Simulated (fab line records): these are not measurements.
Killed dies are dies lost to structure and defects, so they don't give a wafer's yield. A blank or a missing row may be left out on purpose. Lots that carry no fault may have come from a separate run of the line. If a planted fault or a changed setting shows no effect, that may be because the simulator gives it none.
Comparing a struck lot with a sound one | flow nandHarc | 15 steps out of a route of 1302
Sound: these wafers, L627.1, L627.4, L627.6. Struck: wafer L646.4 (L646.1, L646.6, from the same lot, were not struck and are left out); the cause is given at the end.
At each step with rows: each side's tool, then ch and its chambers, then its first start. Under that, the readings that differ: sound wafers | struck wafers | difference of the means | sigmas: that difference in standard deviations of wafers without a fault.
alike: readings whose means differ by less than 2 such deviations, and words and numbers that are the same on both sides. not compared: withheld readings, readings that some wafer has no value for, bounds like >300 that may hide the same value, and numbers for which the record gives no deviation and whose values overlap.
Wherever a step has rows on one side only, a row that says differs or no value, or a row with sigmas, the two part there. Numbers that have no deviation but don't overlap get no sigmas and don't part them. A reading that every wafer of one side lacks parts them only if that side has two wafers or more.

first, 4 steps without rows for these wafers: NHARC_P_BONDPAD_EBR_05; NHARC_P_BONDPAD_EXPOSE_06 (exposes mask P BPAD); NHARC_P_BONDPAD_PEB_07 (peb time 80 s); NHARC_P_BONDPAD_DEVELOP_08 (time 50 s).
NHARC_P_BONDPAD_CD_MEAS_09 targets a cd of 500 nm.
  sound on cdSem-03 ch 0, day 6 16:25; struck on cdSem-03 ch 0, day 14 09:41
  alike: cdNm
NHARC_P_BONDPAD_OVL_MEAS_38:
  sound: overlay-01 at day 6 16:30; struck: overlay-01 at day 14 09:46
  alike: overlayXNm, overlayYNm
then, 1 step without rows for these wafers: NHARC_P_BONDPAD_HARDBAKE_10 (time 65 s).
NHARC_P_BONDPAD_DESCUM_11: chemistry O2, time 3 s.
  sound on rieDiel-01 ch 1,3, day 6 16:38; struck on rieDiel-05 ch 1, day 14 09:55
reading                  | sound       | struck | difference | sigmas
drypumpMotorCurrentA (A) | 5.9 6.1 6.0 | 4.9    | -1.1       | -3
  alike: oesProductAu, rfVppV, showerheadPlenumPTorr, throttleValvePct
  not compared: rfHoursCounterH
NHARC_P_BONDPAD_ETCH_37: etches the open film in N2/H2, target depth 60 nm, overetch 18 nm, time 65.91 s.
  sound on rieDiel-01 ch 1,3, day 6 16:43; struck on rieDiel-05 ch 3, day 14 09:59
reading             | sound             | struck | difference | sigmas
oesProductAu (a.u.) | 1.001 1.016 1.016 | 0.993  | -0.018     | -2
  alike: drypumpMotorCurrentA, rfVppV, showerheadPlenumPTorr, throttleValvePct
  not compared: rfHoursCounterH
NHARC_P_BONDPAD_ETCH_12: etches the open film in CHF3/O2, target depth 200 nm, time 100 s.
  sound on rieDiel-01 ch 0,1,2; struck on rieDiel-05 ch 0
reading                      | sound                | struck | difference | sigmas
rfVppV (V)                   | 367.8 367.7 368.2    | 373.9  | +6.0       | +2
showerheadPlenumPTorr (Torr) | 2.26 2.28 2.32       | 2.52   | +0.23      | +2
throttleValvePct (%)         | 20.572 20.571 20.583 | 20.557 | -0.018     | -2
  alike: drypumpMotorCurrentA, oesProductAu
  not compared: rfHoursCounterH
NHARC_P_BONDPAD_CD_MEAS_13:
  sound: cdSem-03 at day 6 16:56; struck: cdSem-02 at day 14 10:13
  alike: cdNm
NHARC_P_BONDPAD_STRIP_15: strips in O2.
  sound on rieDiel-10 ch 0,1,3, day 6 17:03; struck on rieDiel-10 ch 0, day 14 10:18
  alike: drypumpMotorCurrentA, oesProductAu, rfVppV, showerheadPlenumPTorr, throttleValvePct
  not compared: rfHoursCounterH
NHARC_P_BONDPAD_ETCH_24: etches the open film in CF4/N2, target depth 30 nm, time 72.99 s.
  sound on rieDiel-10 ch 1,2,3, day 6 17:10; struck on rieDiel-10 ch 2, day 14 10:27
reading      | sound       | struck  | difference | sigmas
overEtchFrac | 0.3 0.3 0.3 | 0.52697 | +0.22697   | 
  alike: drypumpMotorCurrentA, oesProductAu, rfVppV, showerheadPlenumPTorr, throttleValvePct
  not compared: rfHoursCounterH
then, 1 step without rows for these wafers: NHARC_P_BONDPAD_STRIP_16 (strips in post etch residue remover, time 600 s).
NHARC_END_SORT_01:
  the record has rows for the sound wafers here (prober-01 ch 0, day 25 04:37) and none for the struck ones

== WHERE THEY PART ==
At NHARC_P_BONDPAD_DESCUM_11 first; at NHARC_END_SORT_01 last (within this record only).

WHY: what had been put in by the simulator
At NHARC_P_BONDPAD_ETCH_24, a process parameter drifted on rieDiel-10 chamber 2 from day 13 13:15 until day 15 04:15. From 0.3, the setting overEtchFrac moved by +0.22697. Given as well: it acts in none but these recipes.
